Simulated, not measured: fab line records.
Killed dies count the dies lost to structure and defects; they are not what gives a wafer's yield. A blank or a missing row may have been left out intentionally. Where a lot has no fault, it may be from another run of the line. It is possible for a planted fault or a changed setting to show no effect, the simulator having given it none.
fab line records :: flow n5Finfet :: part 2 of 2: steps 24 to 30 of 30
[record]
  lots = 5
  wafers = 15
  lastDay = 18
route steps=1938 shown DUMMY_GATE@215
lots that met no fault: from a run of the same line without faults
startH: start of the lot's first displayed wafer, in hours after the record's first day :: waitH: hours from the lot's prior step to this one :: " same as the row above :: L1.1+2: several wafers, shown together as one row :: - value missing, or start not given :: * or withheld: withheld :: < > ~ a bound
route shown NAME@n: NAME is a module with steps in the file, n the number in the route of the first one :: usual: mean/standard deviation of fault-free wafers :: same: alike in all rows :: chamber/n: place in a boat :: sites: per-site readings :: _std_site: the standard deviation of these :: _edge_site: mean of outer sites minus mean of inner sites :: radiusMm: for every site, how far away it sits from the centre of the wafer :: mask NAME#n: copy n :: behind: the tool/chamber that last shaped the wafer :: hold: what put the lot on hold/how long, in hours/how the hold closed :: device: which transistor (n, p or np) failed to switch :: end of line: at the end of the route, the tests of the same wafers :: a step given without rows: its recipe and nothing more :: killed: dies lost to structure and defects at the first sort, not the wafer's yield :: map: a wafer's dies, marking killed ones x, the rest . and places with no die _
set.NAME: the setting the step ran with; set.NAME@STEP: the setting that earlier step ran with :: model.NAME: the simulator's own value behind a step, which no gauge read
lots at selected steps of the route; one table per step, one row per wafer
services: the hour from which a tool's chamber was out of use, counted from the record's first day as startH (under 0 if before that day), plus the number of hours and why
[[steps]]
[step N5_DUMMY_GATE_STRIP_38]
[recipe]
  chemistry = N2/H2
  tempC = 40
  n2FlowSccm = 200
  h2FlowSccm = 200
  rfFrequencyHz = 6e+07
lot.wafer: L076.3+4+5
tool: rieDiel-06
chamber: 0,3,1
startH: 59.42
waitH: 0.0

lot.wafer: L085.1+2+6
tool: rieDiel-03
chamber: 1,2,0
startH: 112.58
waitH: 0.0

lot.wafer: L090.3+5+6
tool: rieDiel-03
chamber: 2,1,3
startH: 143.58
waitH: 0.0

lot.wafer: L095.1+2+3
tool: rieDiel-06
chamber: 2,0,1
startH: 175.25
waitH: 0.0

lot.wafer: L097.1+4+6
tool: rieDiel-05
chamber: 3,2,3
startH: 187.19
waitH: 0.0
[step N5_DUMMY_GATE_STRIP_39]
[recipe]
  chemistry = N2/H2
  tempC = 40
  n2FlowSccm = 200
  h2FlowSccm = 200
  rfFrequencyHz = 6e+07
lot.wafer: L076.3+4+5
tool: rieDiel-06
chamber: 0,3,1
startH: 59.43
waitH: 0.0

lot.wafer: L085.1+2+6
tool: rieDiel-03
chamber: 1,2,0
startH: 112.59
waitH: 0.0

lot.wafer: L090.3+5+6
tool: rieDiel-03
chamber: 2,1,3
startH: 143.59
waitH: 0.0

lot.wafer: L095.1+2+3
tool: rieDiel-06
chamber: 2,0,1
startH: 175.26
waitH: 0.0

lot.wafer: L097.1+4+6
tool: rieDiel-05
chamber: 3,2,3
startH: 187.20
waitH: 0.0
[step N5_DUMMY_GATE_TRIM_49]
[recipe]
  chemistry = O2
  resist = SOC
  timeS = 29
  targetCdNm = 14
  sourcePowerW = 300
  biasPowerW = 0
  O2_flow_sccm = 100
  tempC = 20
[usual]
  drypumpMotorCurrentA = 5.30/0.26
  oesProductAu = 0.992/0.014
  throttleValvePct = 8.20/0.1
lot.wafer: L076.3
tool: rieSi-01
chamber: 0
startH: 59.46
waitH: 0.0
drypumpMotorCurrentA: 5.54
oesProductAu: 0.990
rfHoursCounterH: 100
throttleValvePct: 8.11

lot.wafer: L076.4
tool: rieSi-01
chamber: 3
startH: 59.46
waitH: 0.0
drypumpMotorCurrentA: 5.52
oesProductAu: 1.000
rfHoursCounterH: -
throttleValvePct: 8.27

lot.wafer: L076.5
tool: rieSi-01
chamber: 1
startH: 59.46
waitH: 0.0
drypumpMotorCurrentA: 4.87
oesProductAu: 0.999
rfHoursCounterH: -
throttleValvePct: 8.24

lot.wafer: L085.1
tool: rieSi-01
chamber: 0
startH: 112.62
waitH: 0.0
drypumpMotorCurrentA: 5.53
oesProductAu: 1.022
rfHoursCounterH: 101
throttleValvePct: 8.12

lot.wafer: L085.2
tool: rieSi-01
chamber: 1
startH: 112.62
waitH: 0.0
drypumpMotorCurrentA: 4.86
oesProductAu: 1.020
rfHoursCounterH: 84
throttleValvePct: 8.24

lot.wafer: L085.6
tool: rieSi-01
chamber: 2
startH: 112.62
waitH: 0.0
drypumpMotorCurrentA: 5.34
oesProductAu: 0.998
rfHoursCounterH: -
throttleValvePct: 8.28

lot.wafer: L090.3
tool: rieSi-05
chamber: 0
startH: 143.63
waitH: 0.0
drypumpMotorCurrentA: 5.03
oesProductAu: 0.996
rfHoursCounterH: 169
throttleValvePct: 8.34

lot.wafer: L090.5
tool: rieSi-05
chamber: 1
startH: 143.63
waitH: 0.0
drypumpMotorCurrentA: 5.54
oesProductAu: 1.004
rfHoursCounterH: -
throttleValvePct: 8.18

lot.wafer: L090.6
tool: rieSi-05
chamber: 0
startH: 143.63
waitH: 0.0
drypumpMotorCurrentA: 5.05
oesProductAu: 0.988
rfHoursCounterH: -
throttleValvePct: 8.35

lot.wafer: L095.1
tool: rieSi-03
chamber: 0
startH: 175.30
waitH: 0.0
drypumpMotorCurrentA: 5.45
oesProductAu: 0.992
rfHoursCounterH: 171
throttleValvePct: 8.07

lot.wafer: L095.2
tool: rieSi-03
chamber: 3
startH: 175.30
waitH: 0.0
drypumpMotorCurrentA: 4.97
oesProductAu: 0.995
rfHoursCounterH: 65
throttleValvePct: 8.22

lot.wafer: L095.3
tool: rieSi-03
chamber: 2
startH: 175.30
waitH: 0.0
drypumpMotorCurrentA: 5.25
oesProductAu: 0.982
rfHoursCounterH: 95
throttleValvePct: 8.28

lot.wafer: L097.1
tool: rieSi-03
chamber: 2
startH: 187.23
waitH: 0.0
drypumpMotorCurrentA: 5.24
oesProductAu: 0.993
rfHoursCounterH: 95
throttleValvePct: 8.26

lot.wafer: L097.4
tool: rieSi-03
chamber: 3
startH: 187.23
waitH: 0.0
drypumpMotorCurrentA: 4.97
oesProductAu: 0.992
rfHoursCounterH: 65
throttleValvePct: 8.23

lot.wafer: L097.6
tool: rieSi-03
chamber: 3
startH: 187.23
waitH: 0.0
drypumpMotorCurrentA: 4.95
oesProductAu: 0.981
rfHoursCounterH: -
throttleValvePct: 8.22
[step N5_DUMMY_GATE_STRIP_40]
[recipe]
  chemistry = CF4
  resist = SiARC
  powerW = 300
  biasPowerW = 75
  pressureMtorr = 50
  cf4FlowSccm = 150
  rfFrequencyHz = 6e+07
[usual]
  drypumpMotorCurrentA = 5.80/0.29
  oesProductAu = 0.77/0.071
  rfVppV = 270.7/1.5
  showerheadPlenumPTorr = 1.78/0.058
  throttleValvePct = 13.67/0.21
lot.wafer: L076.3
tool: rieDiel-05
chamber: 0
startH: 59.56
waitH: 0.1
drypumpMotorCurrentA: 5.53
oesProductAu: 0.68
rfHoursCounterH: 242
rfVppV: 270.9
showerheadPlenumPTorr: 1.84
throttleValvePct: 14.25

lot.wafer: L076.4
tool: rieDiel-05
chamber: 3
startH: 59.56
waitH: 0.1
drypumpMotorCurrentA: 5.93
oesProductAu: 0.88
rfHoursCounterH: 30
rfVppV: 273.2
showerheadPlenumPTorr: 1.84
throttleValvePct: 13.62

lot.wafer: L076.5
tool: rieDiel-05
chamber: 0
startH: 59.56
waitH: 0.1
drypumpMotorCurrentA: 5.48
oesProductAu: 0.68
rfHoursCounterH: -
rfVppV: 270.6
showerheadPlenumPTorr: 1.84
throttleValvePct: 14.28

lot.wafer: L085.1
tool: rieDiel-05
chamber: 3
startH: 112.91
waitH: 0.3
drypumpMotorCurrentA: 5.91
oesProductAu: 0.86
rfHoursCounterH: 48
rfVppV: 272.0
showerheadPlenumPTorr: 1.83
throttleValvePct: 13.66

lot.wafer: L085.2
tool: rieDiel-05
chamber: 2
startH: 112.91
waitH: 0.3
drypumpMotorCurrentA: 5.34
oesProductAu: 0.74
rfHoursCounterH: 175
rfVppV: 271.0
showerheadPlenumPTorr: 1.79
throttleValvePct: 13.73

lot.wafer: L085.6
tool: rieDiel-05
chamber: 2
startH: 112.91
waitH: 0.3
drypumpMotorCurrentA: 5.32
oesProductAu: 0.73
rfHoursCounterH: -
rfVppV: 271.2
showerheadPlenumPTorr: 1.79
throttleValvePct: 13.71

lot.wafer: L090.3
tool: rieDiel-03
chamber: 2
startH: 143.72
waitH: 0.1
drypumpMotorCurrentA: 6.04
oesProductAu: 0.70
rfHoursCounterH: 188
rfVppV: 266.8
showerheadPlenumPTorr: 1.71
throttleValvePct: 13.51

lot.wafer: L090.5
tool: rieDiel-03
chamber: 2
startH: 143.72
waitH: 0.1
drypumpMotorCurrentA: 6.02
oesProductAu: 0.70
rfHoursCounterH: -
rfVppV: 269.8
showerheadPlenumPTorr: 1.71
throttleValvePct: 13.54

lot.wafer: L090.6
tool: rieDiel-03
chamber: 3
startH: 143.72
waitH: 0.1
drypumpMotorCurrentA: 5.71
oesProductAu: 0.77
rfHoursCounterH: -
rfVppV: 271.3
showerheadPlenumPTorr: 1.74
throttleValvePct: 13.87

lot.wafer: L095.1
tool: rieDiel-03
chamber: 0
startH: 175.40
waitH: 0.1
drypumpMotorCurrentA: 6.41
oesProductAu: 0.92
rfHoursCounterH: 7
rfVppV: 272.5
showerheadPlenumPTorr: 1.76
throttleValvePct: 13.29

lot.wafer: L095.2
tool: rieDiel-03
chamber: 2
startH: 175.40
waitH: 0.1
drypumpMotorCurrentA: 6.05
oesProductAu: 0.69
rfHoursCounterH: 198
rfVppV: 269.3
showerheadPlenumPTorr: 1.70
throttleValvePct: 13.56

lot.wafer: L095.3
tool: rieDiel-03
chamber: 3
startH: 175.40
waitH: 0.1
drypumpMotorCurrentA: 5.71
oesProductAu: 0.75
rfHoursCounterH: 170
rfVppV: 270.4
showerheadPlenumPTorr: 1.74
throttleValvePct: 13.90

lot.wafer: L097.1
tool: rieDiel-05
chamber: 3
startH: 187.33
waitH: 0.1
drypumpMotorCurrentA: 5.93
oesProductAu: 0.82
rfHoursCounterH: 69
rfVppV: 272.3
showerheadPlenumPTorr: 1.83
throttleValvePct: 13.69

lot.wafer: L097.4
tool: rieDiel-05
chamber: 2
startH: 187.33
waitH: 0.1
drypumpMotorCurrentA: 5.32
oesProductAu: 0.71
rfHoursCounterH: 195
rfVppV: 272.0
showerheadPlenumPTorr: 1.79
throttleValvePct: 13.76

lot.wafer: L097.6
tool: rieDiel-05
chamber: 1
startH: 187.33
waitH: 0.1
drypumpMotorCurrentA: 5.77
oesProductAu: 0.74
rfHoursCounterH: -
rfVppV: 271.8
showerheadPlenumPTorr: 1.89
throttleValvePct: 13.68
[step N5_DUMMY_GATE_CD_MEAS_50]
[recipe]
  targetCdNm = 14
[usual]
  cdNm = 14.0/0.45
lot.wafer: L076.3
tool: cdSem-03
chamber: -
startH: 59.61
waitH: 0.0
cdNm: 13.1

lot.wafer: L076.4
tool: cdSem-03
chamber: -
startH: 59.61
waitH: 0.0
cdNm: 14.0

lot.wafer: L076.5
tool: cdSem-03
chamber: -
startH: 59.61
waitH: 0.0
cdNm: 14.3

lot.wafer: L085.1
tool: cdSem-01
chamber: -
startH: 112.96
waitH: 0.0
cdNm: 13.4

lot.wafer: L085.2
tool: cdSem-01
chamber: -
startH: 112.96
waitH: 0.0
cdNm: 14.8

lot.wafer: L085.6
tool: cdSem-01
chamber: -
startH: 112.96
waitH: 0.0
cdNm: 14.0

lot.wafer: L090.3
tool: cdSem-01
chamber: -
startH: 143.78
waitH: 0.0
cdNm: 13.9

lot.wafer: L090.5
tool: cdSem-01
chamber: -
startH: 143.78
waitH: 0.0
cdNm: 14.0

lot.wafer: L090.6
tool: cdSem-01
chamber: -
startH: 143.78
waitH: 0.0
cdNm: 14.2

lot.wafer: L095.1
tool: cdSem-02
chamber: -
startH: 175.45
waitH: 0.0
cdNm: 14.2

lot.wafer: L095.2
tool: cdSem-02
chamber: -
startH: 175.45
waitH: 0.0
cdNm: 14.1

lot.wafer: L095.3
tool: cdSem-02
chamber: -
startH: 175.45
waitH: 0.0
cdNm: 13.8

lot.wafer: L097.1
tool: cdSem-03
chamber: -
startH: 187.38
waitH: 0.0
cdNm: 13.8

lot.wafer: L097.4
tool: cdSem-03
chamber: -
startH: 187.38
waitH: 0.0
cdNm: 14.1

lot.wafer: L097.6
tool: cdSem-03
chamber: -
startH: 187.38
waitH: 0.0
cdNm: 14.7
[step N5_DUMMY_GATE_ETCH_31]
[recipe]
  chemistry = C4F6/O2
  target = SiO2
  maskMaterial = SOC
  targetDepthA = 825
  timeS = 27.5
  ionEnergyEv = 250
  pressureMtorr = 30
  sourceW = 345
  biasW = 185
  Ar_flow_sccm = 300
  C4F6_flow_sccm = 10
  O2_flow_sccm = 10
[usual]
  drypumpMotorCurrentA = 5.78/0.28
  mfcArSccm = 300.0/0.97
  oesProductAu = 0.78/0.077
  rfVppV = 663/14
  showerheadPlenumPTorr = 2.80/0.079
  throttleValvePct = 21.18/0.27
lot.wafer: L076.3
tool: rieDiel-03
chamber: 2
startH: 59.87
waitH: 0.2
drypumpMotorCurrentA: 6.04
mfcArSccm: 300.4
oesProductAu: 0.73
rfHoursCounterH: 161
rfVppV: 640
showerheadPlenumPTorr: 2.77
throttleValvePct: 21.28

lot.wafer: L076.4
tool: rieDiel-03
chamber: 1
startH: 59.87
waitH: 0.2
drypumpMotorCurrentA: 5.96
mfcArSccm: 301.1
oesProductAu: 0.82
rfHoursCounterH: 102
rfVppV: 651
showerheadPlenumPTorr: 2.86
throttleValvePct: 21.04

lot.wafer: L076.5
tool: rieDiel-03
chamber: 1
startH: 59.87
waitH: 0.2
drypumpMotorCurrentA: 5.96
mfcArSccm: 300.8
oesProductAu: 0.81
rfHoursCounterH: -
rfVppV: 652
showerheadPlenumPTorr: 2.86
throttleValvePct: 21.07

lot.wafer: L085.1
tool: rieDiel-06
chamber: 3
startH: 113.01
waitH: 0.0
drypumpMotorCurrentA: 5.86
mfcArSccm: 300.0
oesProductAu: 0.81
rfHoursCounterH: 121
rfVppV: 668
showerheadPlenumPTorr: 2.72
throttleValvePct: 20.96

lot.wafer: L085.2
tool: rieDiel-06
chamber: 1
startH: 113.01
waitH: 0.0
drypumpMotorCurrentA: 5.64
mfcArSccm: 299.7
oesProductAu: 0.77
rfHoursCounterH: 147
rfVppV: 645
showerheadPlenumPTorr: 2.69
throttleValvePct: 20.85

lot.wafer: L085.6
tool: rieDiel-06
chamber: 2
startH: 113.01
waitH: 0.0
drypumpMotorCurrentA: 5.34
mfcArSccm: 300.3
oesProductAu: 0.70
rfHoursCounterH: -
rfVppV: 668
showerheadPlenumPTorr: 2.73
throttleValvePct: 21.57

lot.wafer: L090.3
tool: rieDiel-03
chamber: 3
startH: 143.82
waitH: 0.0
drypumpMotorCurrentA: 5.68
mfcArSccm: 299.4
oesProductAu: 0.77
rfHoursCounterH: 159
rfVppV: 673
showerheadPlenumPTorr: 2.72
throttleValvePct: 21.31

lot.wafer: L090.5
tool: rieDiel-03
chamber: 1
startH: 143.82
waitH: 0.0
drypumpMotorCurrentA: 5.96
mfcArSccm: 300.4
oesProductAu: 0.79
rfHoursCounterH: -
rfVppV: 651
showerheadPlenumPTorr: 2.85
throttleValvePct: 21.10

lot.wafer: L090.6
tool: rieDiel-03
chamber: 3
startH: 143.82
waitH: 0.0
drypumpMotorCurrentA: 5.70
mfcArSccm: 299.4
oesProductAu: 0.77
rfHoursCounterH: -
rfVppV: 673
showerheadPlenumPTorr: 2.72
throttleValvePct: 21.32

lot.wafer: L095.1
tool: rieDiel-06
chamber: 0
startH: 175.50
waitH: 0.0
drypumpMotorCurrentA: 5.56
mfcArSccm: 300.1
oesProductAu: 0.88
rfHoursCounterH: 34
rfVppV: 673
showerheadPlenumPTorr: 2.76
throttleValvePct: 20.78

lot.wafer: L095.2
tool: rieDiel-06
chamber: 1
startH: 175.50
waitH: 0.0
drypumpMotorCurrentA: 5.62
mfcArSccm: 302.0
oesProductAu: 0.76
rfHoursCounterH: 164
rfVppV: 643
showerheadPlenumPTorr: 2.69
throttleValvePct: 20.88

lot.wafer: L095.3
tool: rieDiel-06
chamber: 2
startH: 175.50
waitH: 0.0
drypumpMotorCurrentA: 5.33
mfcArSccm: 298.4
oesProductAu: 0.69
rfHoursCounterH: 253
rfVppV: 667
showerheadPlenumPTorr: 2.72
throttleValvePct: 21.59

lot.wafer: L097.1
tool: rieDiel-05
chamber: 0
startH: 187.43
waitH: 0.0
drypumpMotorCurrentA: 5.50
mfcArSccm: 301.3
oesProductAu: 0.97
rfHoursCounterH: 16
rfVppV: 665
showerheadPlenumPTorr: 2.90
throttleValvePct: 21.45

lot.wafer: L097.4
tool: rieDiel-05
chamber: 2
startH: 187.43
waitH: 0.0
drypumpMotorCurrentA: 5.33
mfcArSccm: 301.2
oesProductAu: 0.70
rfHoursCounterH: 195
rfVppV: 662
showerheadPlenumPTorr: 2.87
throttleValvePct: 21.46

lot.wafer: L097.6
tool: rieDiel-05
chamber: 3
startH: 187.43
waitH: 0.0
drypumpMotorCurrentA: 5.99
mfcArSccm: 300.1
oesProductAu: 0.82
rfHoursCounterH: -
rfVppV: 680
showerheadPlenumPTorr: 2.91
throttleValvePct: 21.47
[step N5_DUMMY_GATE_STRIP_41]
[recipe]
  chemistry = O2
  powerW = 400
  tempC = 40
  pressureMtorr = 30
  rfFrequencyHz = 6e+07
  biasPowerW = 0
  overashFraction = 0.3
  o2FlowSccm = 225
[usual]
  drypumpMotorCurrentA = 5.77/0.28
  oesProductAu = 0.78/0.077
  rfVppV = 3.6/0.48
  showerheadPlenumPTorr = 2.06/0.058
  throttleValvePct = 16.68/0.2
[same]
  overashFraction = 0.3
lot.wafer: L076.3
tool: rieDiel-03
chamber: 2
startH: 59.91
waitH: 0.0
drypumpMotorCurrentA: 6.04
oesProductAu: 0.72
rfHoursCounterH: 161
rfVppV: 3.3
showerheadPlenumPTorr: 2.00
throttleValvePct: 16.59

lot.wafer: L076.4
tool: rieDiel-03
chamber: 1
startH: 59.91
waitH: 0.0
drypumpMotorCurrentA: 5.99
oesProductAu: 0.80
rfHoursCounterH: 102
rfVppV: 3.2
showerheadPlenumPTorr: 2.10
throttleValvePct: 16.51

lot.wafer: L076.5
tool: rieDiel-03
chamber: 1
startH: 59.91
waitH: 0.0
drypumpMotorCurrentA: 6.01
oesProductAu: 0.80
rfHoursCounterH: -
rfVppV: 3.5
showerheadPlenumPTorr: 2.10
throttleValvePct: 16.49

lot.wafer: L085.1
tool: rieDiel-06
chamber: 3
startH: 113.05
waitH: 0.0
drypumpMotorCurrentA: 5.90
oesProductAu: 0.79
rfHoursCounterH: 121
rfVppV: 4.5
showerheadPlenumPTorr: 2.00
throttleValvePct: 16.50

lot.wafer: L085.2
tool: rieDiel-06
chamber: 1
startH: 113.05
waitH: 0.0
drypumpMotorCurrentA: 5.67
oesProductAu: 0.76
rfHoursCounterH: 147
rfVppV: 4.2
showerheadPlenumPTorr: 2.03
throttleValvePct: 16.75

lot.wafer: L085.6
tool: rieDiel-06
chamber: 2
startH: 113.05
waitH: 0.0
drypumpMotorCurrentA: 5.33
oesProductAu: 0.69
rfHoursCounterH: -
rfVppV: 3.4
showerheadPlenumPTorr: 2.01
throttleValvePct: 17.06

lot.wafer: L090.3
tool: rieDiel-03
chamber: 3
startH: 143.87
waitH: 0.0
drypumpMotorCurrentA: 5.69
oesProductAu: 0.77
rfHoursCounterH: 159
rfVppV: 3.5
showerheadPlenumPTorr: 2.00
throttleValvePct: 16.83

lot.wafer: L090.5
tool: rieDiel-03
chamber: 1
startH: 143.87
waitH: 0.0
drypumpMotorCurrentA: 5.99
oesProductAu: 0.77
rfHoursCounterH: -
rfVppV: 3.5
showerheadPlenumPTorr: 2.09
throttleValvePct: 16.57

lot.wafer: L090.6
tool: rieDiel-03
chamber: 3
startH: 143.87
waitH: 0.0
drypumpMotorCurrentA: 5.69
oesProductAu: 0.76
rfHoursCounterH: -
rfVppV: 2.5
showerheadPlenumPTorr: 2.00
throttleValvePct: 16.84

lot.wafer: L095.1
tool: rieDiel-06
chamber: 0
startH: 175.54
waitH: 0.0
drypumpMotorCurrentA: 5.57
oesProductAu: 0.87
rfHoursCounterH: 34
rfVppV: 3.3
showerheadPlenumPTorr: 2.05
throttleValvePct: 16.37

lot.wafer: L095.2
tool: rieDiel-06
chamber: 1
startH: 175.54
waitH: 0.0
drypumpMotorCurrentA: 5.66
oesProductAu: 0.76
rfHoursCounterH: 164
rfVppV: 3.4
showerheadPlenumPTorr: 2.03
throttleValvePct: 16.77

lot.wafer: L095.3
tool: rieDiel-06
chamber: 2
startH: 175.54
waitH: 0.0
drypumpMotorCurrentA: 5.35
oesProductAu: 0.69
rfHoursCounterH: 253
rfVppV: 3.9
showerheadPlenumPTorr: 2.00
throttleValvePct: 17.13

lot.wafer: L097.1
tool: rieDiel-05
chamber: 0
startH: 187.47
waitH: 0.0
drypumpMotorCurrentA: 5.50
oesProductAu: 0.96
rfHoursCounterH: 16
rfVppV: 4.1
showerheadPlenumPTorr: 2.12
throttleValvePct: 16.70

lot.wafer: L097.4
tool: rieDiel-05
chamber: 2
startH: 187.47
waitH: 0.0
drypumpMotorCurrentA: 5.33
oesProductAu: 0.73
rfHoursCounterH: 195
rfVppV: 3.9
showerheadPlenumPTorr: 2.05
throttleValvePct: 16.62

lot.wafer: L097.6
tool: rieDiel-05
chamber: 3
startH: 187.47
waitH: 0.0
drypumpMotorCurrentA: 5.98
oesProductAu: 0.83
rfHoursCounterH: -
rfVppV: 4.2
showerheadPlenumPTorr: 2.13
throttleValvePct: 16.83
[[services]]
tool: rieDiel-06
chamber: 2
startH: 42.27
hours: 12.2
kind: repair

tool: euvScanner-02
chamber: -
startH: 42.36
hours: 3.2
kind: repair

tool: euvScanner-01
chamber: -
startH: 50.39
hours: 2.5
kind: repair

tool: rieSi-01
chamber: 2
startH: 52.77
hours: 12.3
kind: repair

tool: euvScanner-01
chamber: -
startH: 53.01
hours: 0.2
kind: repair

tool: euvScanner-02
chamber: -
startH: 58.48
hours: 1.0
kind: pm

tool: euvScanner-01
chamber: -
startH: 59.49
hours: 1.0
kind: pm

tool: cmp-03
chamber: -
startH: 62.66
hours: 4.0
kind: pm

tool: rieSi-03
chamber: 0
startH: 62.68
hours: 2.8
kind: repair

tool: euvScanner-02
chamber: -
startH: 65.39
hours: 4.6
kind: pm

tool: rieDiel-05
chamber: 2
startH: 75.18
hours: 5.8
kind: repair

tool: rieDiel-05
chamber: 0
startH: 87.02
hours: 11.6
kind: repair

tool: rieDiel-06
chamber: -
startH: 90.88
hours: 0.7
kind: repair

tool: pecvd-02
chamber: 0
startH: 93.59
hours: 4.7
kind: repair

tool: pecvd-02
chamber: -
startH: 101.28
hours: 1.1
kind: repair

tool: pecvd-02
chamber: 2
startH: 110.89
hours: 8.5
kind: repair

tool: lpcvd-01
chamber: -
startH: 115.47
hours: 1.4
kind: repair

tool: euvScanner-01
chamber: -
startH: 115.64
hours: 1.0
kind: pm

tool: pecvd-02
chamber: 0
startH: 131.36
hours: 4.5
kind: repair

tool: rieDiel-03
chamber: 1
startH: 154.43
hours: 5.8
kind: repair

tool: euvScanner-01
chamber: -
startH: 161.65
hours: 5.8
kind: pm

tool: rieDiel-06
chamber: 3
startH: 165.87
hours: 11.5
kind: repair

tool: euvScanner-01
chamber: -
startH: 171.79
hours: 1.0
kind: pm

tool: rieDiel-06
chamber: 2
startH: 182.28
hours: 6.3
kind: repair
